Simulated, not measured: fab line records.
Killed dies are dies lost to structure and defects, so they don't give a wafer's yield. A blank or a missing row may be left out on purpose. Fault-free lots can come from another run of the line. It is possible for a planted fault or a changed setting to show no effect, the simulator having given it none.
fab line records -- flow n5Finfet
[record] lots = 10, wafers = 30, lastDay = 19
route steps=1938 shown ZERO_LAYER@13 WELL_APT@32 PMOS_HMC_CHANNEL_EPI@65 BEOL_M4@1111 PASSIVATION@1936
lots that met no fault: from a run of the same line without faults
startH: start of the lot's first displayed wafer, in hours after the record's first day -- waitH: hours from the lot's prior step to this one -- " the same as in the row above -- L1.1+2: one row covering several wafers at once -- - no value, or no start given -- * or withheld: withheld -- < > ~ a bound
route shown NAME@n: a module of which the file shows steps, and the number in the route of the first -- usual: mean and standard deviation over wafers with no fault -- same: alike in all rows -- chamber/n: place in a boat -- sites: the reading at each site -- _std_site: their standard deviation -- _edge_site: mean of outer sites minus mean of inner sites -- radiusMm: for every site, how far away it sits from the centre of the wafer -- mask NAME#n: copy n -- behind: the most recent tool/chamber to have shaped the wafer -- hold: the reason the lot was held/the length of the hold in hours/how it ended -- device: which transistor (n, p or np) failed to switch -- end of line: the route-end tests of the same wafers -- step lacking rows: just its recipe -- killed: count of dies lost to structure and defects at first sort (not the wafer's yield) -- map: a wafer's dies, x killed, . not, _ none there
set.NAME: setting as actually run; set.NAME@STEP: the setting as run at that earlier step -- model.NAME: the simulator's own value behind a step, which no gauge read
the route's steps for a sample of lots (tables are steps, rows are wafers)
services: from which hour (startH, from the record's first day; less than 0 if before it) a tool's chamber was out of use, for how many hours, and why
[[steps]]
[step N5_ZERO_LAYER_CD_MEAS_11]
[recipe] targetCdNm = 2000, landingEnergyEv = 500, detector = seInlens
[usual] cdNm = 1999.7/1.5
lot.wafer,tool,chamber,startH,waitH,cdNm
L368.2,cdSem-02,0,30.68,-,2002.4
L368.5,cdSem-02,0,30.68,-,2001.0
L368.6,cdSem-02,0,30.68,-,1999.0
L369.1,cdSem-02,0,36.64,-,1997.2
L369.4,cdSem-02,0,36.64,-,1996.8
L369.6,cdSem-02,0,36.64,-,1997.0
L371.1,cdSem-02,0,48.64,-,2000.7
L371.3,cdSem-02,0,48.64,-,2001.8
L371.5,cdSem-02,0,48.64,-,2000.5
L373.2,cdSem-03,0,60.65,-,1999.5
L373.3,cdSem-03,0,60.65,-,2001.9
L373.5,cdSem-03,0,60.65,-,2001.1
L376.2,cdSem-03,0,78.81,-,2001.0
L376.3,cdSem-03,0,78.81,-,2000.3
L376.4,cdSem-03,0,78.81,-,1999.5
L378.1,cdSem-03,0,90.64,-,1999.3
L378.4,cdSem-03,0,90.64,-,1998.3
L378.6,cdSem-03,0,90.64,-,2003.7
L380.2,cdSem-03,0,102.64,-,2002.6
L380.3,cdSem-03,0,102.64,-,2002.0
L380.5,cdSem-03,0,102.64,-,1998.7
L382.1,cdSem-03,0,114.77,-,1999.8
L382.3,cdSem-03,0,114.77,-,1999.4
L382.6,cdSem-03,0,114.77,-,1997.8
L383.1,cdSem-02,0,120.64,-,1998.2
L383.2,cdSem-02,0,120.64,-,2000.0
L383.6,cdSem-02,0,120.64,-,1998.2
L384.3,cdSem-01,0,126.65,-,1996.4
L384.4,cdSem-01,0,126.65,-,1998.5
L384.5,cdSem-01,0,126.65,-,1999.1
[step N5_ZERO_LAYER_ETCH_18]
[recipe] chemistry = HBr/Cl2, target = Si, targetDepthA = 1200, timeS = 40, pressureMtorr = 10, icpW = 800, biasW = 75, HBr_flow_sccm = 150, Cl2_flow_sccm = 80
[usual] biasW = 74.99/0.2, drypumpMotorCurrentA = 6.0/0.33, oesProductAu = 1.006/0.016, throttleValvePct = 36.24/0.23
[same] timeS = 40
lot.wafer,tool,chamber,startH,waitH,biasW,drypumpMotorCurrentA,oesProductAu,rfHoursCounterH,throttleValvePct
L368.2,rieSi-04,1,31.00,0.0,74.76,6.3,0.995,94,36.01
L368.5,rieSi-04,0,31.00,0.0,74.66,5.9,0.976,-,36.23
L368.6,rieSi-04,1,31.00,0.0,74.68,6.3,0.999,-,36.02
L369.1,rieSi-05,3,36.83,0.0,74.85,5.5,1.014,105,35.90
L369.4,rieSi-05,1,36.83,0.0,75.06,5.5,1.032,59,35.91
L369.6,rieSi-05,1,36.83,0.0,74.78,5.5,1.025,-,35.90
L371.1,rieSi-04,3,48.79,0.0,74.86,5.9,0.990,23,36.37
L371.3,rieSi-04,0,48.79,0.0,74.82,5.9,0.982,6,36.21
L371.5,rieSi-04,1,48.79,0.0,75.03,6.3,1.008,-,35.99
L373.2,rieSi-02,2,61.35,0.0,75.11,6.0,0.995,5,36.48
L373.3,rieSi-02,1,61.35,0.0,74.65,5.9,0.983,4,36.09
L373.5,rieSi-02,2,61.35,0.0,74.80,6.0,0.990,-,36.48
L376.2,rieSi-04,0,79.05,0.1,74.84,5.9,0.989,7,36.22
L376.3,rieSi-04,3,79.05,0.1,75.03,5.9,0.997,23,36.38
L376.4,rieSi-04,2,79.05,0.1,74.77,6.1,1.018,109,36.29
L378.1,rieSi-02,1,90.79,0.0,75.27,5.9,0.981,5,36.10
L378.4,rieSi-02,0,90.79,0.0,74.75,5.9,1.004,88,36.48
L378.6,rieSi-02,1,90.79,0.0,75.25,5.9,0.992,-,36.09
L380.2,rieSi-04,1,102.79,0.0,75.19,6.3,0.998,96,36.01
L380.3,rieSi-04,3,102.79,0.0,74.97,5.9,0.994,24,36.38
L380.5,rieSi-04,1,102.79,0.0,74.88,6.3,1.010,-,36.01
L382.1,rieSi-05,1,114.92,0.0,75.01,5.5,1.032,60,35.91
L382.3,rieSi-05,2,114.92,0.0,75.14,6.5,1.023,12,36.45
L382.6,rieSi-05,3,114.92,0.0,74.96,5.5,1.017,-,35.90
L383.1,rieSi-02,2,120.79,0.0,75.27,6.0,0.992,6,36.46
L383.2,rieSi-02,0,120.79,0.0,74.97,5.9,1.018,88,36.48
L383.6,rieSi-02,3,120.79,0.0,74.94,5.8,0.997,-,36.63
L384.3,rieSi-05,3,126.83,0.0,75.10,5.5,1.024,106,35.89
L384.4,rieSi-05,2,126.83,0.0,74.83,6.5,1.019,12,36.46
L384.5,rieSi-05,2,126.83,0.0,74.67,6.5,1.016,-,36.48
[step N5_WELL_APT_IMPLANT_14]
[recipe] species = P, energyKev = 160, doseCm2 = 1.5e+13, tiltDeg = 0, rotationDeg = 0
[usual] doseIonsCm2 = 1.5001e+13/1.7e+10, faradayCurrentUA = 190/3.4
lot.wafer,tool,chamber,startH,waitH,doseIonsCm2,faradayCurrentUA
L368.2,implanter-01,0,32.01,0.1,1.5002e+13,185
L368.5,implanter-01,0,32.01,0.1,1.4993e+13,189
L368.6,implanter-01,0,32.01,0.1,1.4953e+13,194
L369.1,implanter-01,0,38.40,0.1,1.5e+13,191
L369.4,implanter-01,0,38.40,0.1,1.4983e+13,188
L369.6,implanter-01,0,38.40,0.1,1.5002e+13,189
L371.1,implanter-01,0,49.74,0.1,1.4997e+13,192
L371.3,implanter-01,0,49.74,0.1,1.4968e+13,191
L371.5,implanter-01,0,49.74,0.1,1.4997e+13,188
L373.2,implanter-02,0,62.62,0.1,1.5004e+13,195
L373.3,implanter-02,0,62.62,0.1,1.5002e+13,190
L373.5,implanter-02,0,62.62,0.1,1.4997e+13,190
L376.2,implanter-01,0,80.04,0.1,1.4976e+13,192
L376.3,implanter-01,0,80.04,0.1,1.5012e+13,192
L376.4,implanter-01,0,80.04,0.1,1.5001e+13,192
L378.1,implanter-02,0,92.07,0.1,1.5029e+13,185
L378.4,implanter-02,0,92.07,0.1,1.502e+13,193
L378.6,implanter-02,0,92.07,0.1,1.5027e+13,189
L380.2,implanter-02,0,103.77,0.1,1.4991e+13,188
L380.3,implanter-02,0,103.77,0.1,1.4977e+13,192
L380.5,implanter-02,0,103.77,0.1,1.4982e+13,190
L382.1,implanter-02,0,115.88,0.1,8.727e+12,111
L382.3,implanter-02,0,115.88,0.1,8.738e+12,111
L382.6,implanter-02,0,115.88,0.1,8.74e+12,111
L383.1,implanter-01,0,121.93,0.1,1.5015e+13,194
L383.2,implanter-01,0,121.93,0.1,1.4997e+13,185
L383.6,implanter-01,0,121.93,0.1,1.4991e+13,190
L384.3,implanter-02,0,127.98,0.1,8.709e+12,110
L384.4,implanter-02,0,127.98,0.1,8.691e+12,105
L384.5,implanter-02,0,127.98,0.1,8.679e+12,112
[step N5_PMOS_HMC_CHANNEL_EPI_CD_MEAS_09]
[recipe] targetCdNm = 237.4, landingEnergyEv = 500, detector = seInlens
[usual] cdNm = 237.4/0.86
lot.wafer,tool,chamber,startH,waitH,cdNm
L368.2,cdSem-02,0,35.24,-,236.4
L368.5,cdSem-02,0,35.24,-,236.2
L368.6,cdSem-02,0,35.24,-,235.9
L369.1,cdSem-02,0,42.38,-,240.1
L369.4,cdSem-02,0,42.38,-,237.8
L369.6,cdSem-02,0,42.38,-,238.2
L371.1,cdSem-03,0,53.31,-,237.4
L371.3,cdSem-03,0,53.31,-,237.0
L371.5,cdSem-03,0,53.31,-,236.5
L373.2,cdSem-03,0,66.08,-,237.5
L373.3,cdSem-03,0,66.08,-,237.7
L373.5,cdSem-03,0,66.08,-,237.3
L376.2,cdSem-03,0,83.14,-,236.6
L376.3,cdSem-03,0,83.14,-,237.7
L376.4,cdSem-03,0,83.14,-,238.2
L378.1,cdSem-01,0,95.18,-,236.2
L378.4,cdSem-01,0,95.18,-,237.0
L378.6,cdSem-01,0,95.18,-,236.4
L380.2,cdSem-02,0,106.97,-,238.4
L380.3,cdSem-02,0,106.97,-,237.4
L380.5,cdSem-02,0,106.97,-,237.6
L382.1,cdSem-03,0,119.26,-,237.2
L382.3,cdSem-03,0,119.26,-,236.4
L382.6,cdSem-03,0,119.26,-,237.2
L383.1,cdSem-01,0,125.35,-,237.2
L383.2,cdSem-01,0,125.35,-,237.2
L383.6,cdSem-01,0,125.35,-,236.6
L384.3,cdSem-01,0,131.15,-,236.5
L384.4,cdSem-01,0,131.15,-,237.5
L384.5,cdSem-01,0,131.15,-,237.3
[step N5_BEOL_M4_RC_MEAS_101]
[usual] DIBL_N = 36.6/1.3, DIBL_P = 36.4/1.4, IOFF_N = 0.167/0.023, IOFF_P = 0.219/0.029, ION_N = 678/8.7, ION_P = 464/6.4, RS_NWELL = 1038/6.2, SS_N = 71.5/0.53, SS_P = 73.4/0.57, VT_N = 248.5/2.8, VT_P = -249/3.1
lot.wafer,tool,chamber,startH,waitH,DIBL_N[mV/V],DIBL_P[mV/V],IOFF_N[nA/um],IOFF_P[nA/um],ION_N[uA/um],ION_P[uA/um],RS_NWELL[ohm/sq],SS_N[mV/dec],SS_P[mV/dec],VT_N[mV],VT_P[mV]
L368.2,prober-02,0,193.25,0.2,35.6,34.5,0.152,0.219,676,470,1040,71.3,73.5,247.8,-246
L368.5,prober-02,0,193.25,0.2,37.3,36.0,0.181,0.244,685,472,1034,71.9,73.3,246.9,-247
L368.6,prober-02,0,193.25,0.2,36.9,36.0,0.180,0.244,679,468,1049,71.7,73.9,249.0,-245
L369.1,prober-02,0,202.92,0.0,37.2,36.1,0.166,0.233,688,471,1040,71.8,73.2,247.2,-245
L369.4,prober-02,0,202.92,0.0,37.2,35.8,0.158,0.233,691,470,1027,71.2,73.9,246.0,-245
L369.6,prober-02,0,202.92,0.0,39.4,38.8,0.219,0.279,702,477,1039,71.9,74.0,242.7,-246
L371.1,prober-02,0,226.52,0.0,39.2,38.2,0.191,0.240,684,465,1036,72.3,73.7,248.0,-246
L371.3,prober-02,0,226.52,0.0,37.6,36.8,0.175,0.219,681,464,1030,72.0,72.9,247.0,-248
L371.5,prober-02,0,226.52,0.0,38.4,37.3,0.176,0.224,684,466,1044,72.6,73.1,248.2,-246
L373.2,prober-02,0,254.80,0.2,35.0,34.1,0.133,0.192,666,462,1039,70.6,72.9,252.4,-249
L373.3,prober-02,0,254.80,0.2,37.0,36.9,0.166,0.239,681,471,1028,71.8,73.5,247.1,-247
L373.5,prober-02,0,254.80,0.2,37.8,37.1,0.169,0.238,669,459,1046,71.9,73.4,250.5,-246
L376.2,prober-01,0,254.85,0.2,34.9,36.0,0.157,0.243,675,467,1051,71.3,73.4,252.5,-242
L376.3,prober-01,0,254.85,0.2,34.1,34.6,0.154,0.216,678,468,1037,71.1,72.9,248.4,-246
L376.4,prober-01,0,254.85,0.2,34.5,35.8,0.158,0.238,681,472,1043,71.1,73.4,249.7,-247
L380.2,prober-02,0,296.83,0.2,37.3,36.1,0.187,0.241,675,464,1041,72.4,73.5,248.6,-245
L380.3,prober-02,0,296.83,0.2,38.8,38.8,0.219,0.290,681,468,1036,72.3,75.0,245.4,-244
L380.5,prober-02,0,296.83,0.2,37.2,35.9,0.182,0.238,669,459,1042,72.7,73.2,246.7,-246
L378.1,prober-01,0,305.05,0.0,35.5,37.1,0.165,0.201,674,460,1030,71.6,74.1,248.2,-253
L378.4,prober-01,0,305.05,0.0,36.0,38.0,0.177,0.215,673,457,1032,71.8,74.1,249.4,-253
L378.6,prober-01,0,305.05,0.0,36.7,38.3,0.189,0.210,670,455,1027,72.2,74.1,247.0,-251
L384.3,prober-01,0,330.29,0.3,36.4,36.8,0.165,0.212,667,458,1407,71.5,73.0,246.2,-250
L384.4,prober-01,0,330.29,0.3,37.5,38.0,0.173,0.237,670,463,1403,71.5,73.5,247.3,-248
L384.5,prober-01,0,330.29,0.3,37.3,37.8,0.172,0.228,668,461,1409,71.3,73.2,247.1,-251
L383.1,prober-02,0,332.15,0.0,35.9,35.4,0.156,0.219,675,464,1045,70.9,73.2,246.8,-250
L383.2,prober-02,0,332.15,0.0,35.2,35.2,0.148,0.225,681,472,1052,70.5,73.5,249.7,-248
L383.6,prober-02,0,332.15,0.0,36.6,36.0,0.169,0.230,681,466,1046,70.9,73.4,246.5,-248
L382.1,prober-02,0,334.87,0.0,35.9,35.8,0.145,0.185,671,463,1408,70.8,72.9,248.9,-254
L382.3,prober-02,0,334.87,0.0,37.9,39.4,0.187,0.237,676,460,1396,71.9,74.0,245.3,-249
L382.6,prober-02,0,334.87,0.0,36.3,36.2,0.144,0.190,673,460,1406,71.6,73.7,253.4,-252
[step N5_PASSIVATION_PROBE_49]
[usual] defectLimitedYield = 91.6/1.6, killed_at_M0_to_M3 = 32/9.7, killed_at_M4_up = 13/4.4, killedAtContacts = 12/6.5, killedAtFrontEnd = 38/12, killedAtOther = 3.7/3, killedDies = 99/18, killedOpen = 66/14, killedShort = 32/7.5, sort_bin_5_function = 4.9/1, sort_bin_6_memory = 3.2/0.73, sortNPass = 1081/18, sortYieldPct = 91.6/1.6
[same] grossDies = 1180, killedAtBackSide = 0, sort_bin_4_leakage[%] = 0, sort_bin_8_speed[%] = 0
lot.wafer,tool,chamber,startH,waitH,defectLimitedYield[%],killed_at_M0_to_M3,killed_at_M4_up,killedAtContacts,killedAtFrontEnd,killedAtOther,killedDies,killedOpen,killedShort,sort_bin_5_function[%],sort_bin_6_memory[%],sortNPass,sortYieldPct[%]
L380.2,prober-01,-,403.24,0.1,89.0,54,10,15,51,0,130,84,45,6.3,4.4,1050,89.0
L380.3,prober-01,-,403.29,0.1,92.9,26,9,10,39,0,84,58,25,4.2,2.7,1096,92.9
L380.5,prober-01,-,403.39,0.2,91.6,33,11,19,35,1,99,66,32,4.7,3.6,1081,91.6
L383.1,prober-01,-,434.31,0.0,89.1,25,23,21,59,1,129,100,28,6.4,4.2,1051,89.1
L383.2,prober-01,-,434.36,0.1,91.1,24,13,17,47,4,105,79,25,4.7,4.1,1075,91.1
L383.6,prober-01,-,434.56,0.3,91.7,26,17,9,42,4,98,68,29,4.2,3.8,1082,91.7
// killed by level:class
L380.2 BEOL_M0_SAQP:geometricParticle:open=16 STI_FIN_REVEAL:geometricParticle:open=15 BEOL_M0_SAQP:geometricParticle:short=14 FIN_SAQP:geometricParticle:short=13 MOL_CONTACT_COAG:geometricParticle:open=12 FIN_SAQP:geometricParticle:open=8 BEOL_M3:geometricParticle:open=6 BEOL_M1:geometricParticle:open=6
L380.3 FIN_SAQP:geometricParticle:open=17 MOL_CONTACT_COAG:geometricParticle:open=9 BEOL_M0_SAQP:geometricParticle:short=9 FIN_SAQP:geometricParticle:short=8 BEOL_M0_SAQP:geometricParticle:open=6 BEOL_M3:geometricParticle:open=5 STI_FIN_REVEAL:geometricParticle:open=4 DUMMY_GATE:geometricParticle:open=2
L380.5 MOL_CONTACT_COAG:geometricParticle:open=18 BEOL_M3:geometricParticle:open=12 FIN_SAQP:geometricParticle:open=8 BEOL_M0_SAQP:geometricParticle:short=7 FIN_SAQP:geometricParticle:short=6 BEOL_M0_SAQP:geometricParticle:open=6 DUMMY_GATE:geometricParticle:open=4 STI_FIN_REVEAL:geometricParticle:open=4
L383.1 FIN_SAQP:geometricParticle:open=20 BEOL_M4:geometricParticle:open=19 MOL_CONTACT_COAG:geometricParticle:open=18 STI_FIN_REVEAL:geometricParticle:open=14 FIN_SAQP:geometricParticle:short=9 BEOL_M0_SAQP:geometricParticle:open=9 BEOL_M3:geometricParticle:open=8 STI_FIN_REVEAL:geometricParticle:short=5
L383.2 MOL_CONTACT_COAG:geometricParticle:open=15 STI_FIN_REVEAL:geometricParticle:open=14 BEOL_M4:geometricParticle:open=10 BEOL_M1:geometricParticle:open=8 DUMMY_GATE:geometricParticle:open=7 BEOL_M2:geometricParticle:open=6 STARTING-WAFER:geometricParticle:open=5 FIN_SAQP:geometricParticle:open=4
L383.6 STI_FIN_REVEAL:geometricParticle:open=11 FIN_SAQP:geometricParticle:open=10 MOL_CONTACT_COAG:geometricParticle:open=8 BEOL_M1:geometricParticle:open=7 BEOL_M3:geometricParticle:open=6 DUMMY_GATE:geometricParticle:open=5 FIN_SAQP:geometricParticle:short=4 BEOL_M0_SAQP:geometricParticle:short=4
[[services]]
tool,chamber,startH,hours,kind
rieSi-02,3,57.00,9.9,repair
implanter-02,-,77.95,7.5,pm
implanter-02,-,97.27,2.8,repair
[[key]]
[firstSign] step = N5_WELL_APT_IMPLANT_14, reading = doseIonsCm2, direction = down, sigmas = 99+, usual = 1.5001e+13, struck = 8.714e+12
[effect] step = N5_WELL_APT_IMPLANT_14, reading = faradayCurrentUA, direction = down, sigmas = 24, usual = 190, struck = 110
[effect] step = N5_BEOL_M4_RC_MEAS_101, reading = RS_NWELL, direction = up, sigmas = 59, usual = 1038, struck = 1405
metAt N5_WELL_APT_IMPLANT_14
struckLots L382,L384
notActingAt N5_ZERO_LAYER_CD_MEAS_11,N5_ZERO_LAYER_ETCH_18,N5_PMOS_HMC_CHANNEL_EPI_CD_MEAS_09
onsetBetween 103.77 115.88
[fault] kind = processParameterDrift, tool = implanter-02, chamber = -, onsetH = 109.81, steps = N5_WELL_APT_IMPLANT_14, channel = doseCm2, offset = -6.2828e+12, shape = step, endH = 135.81, actsIn = theseRecipesOnly, stated = 1.5e+13
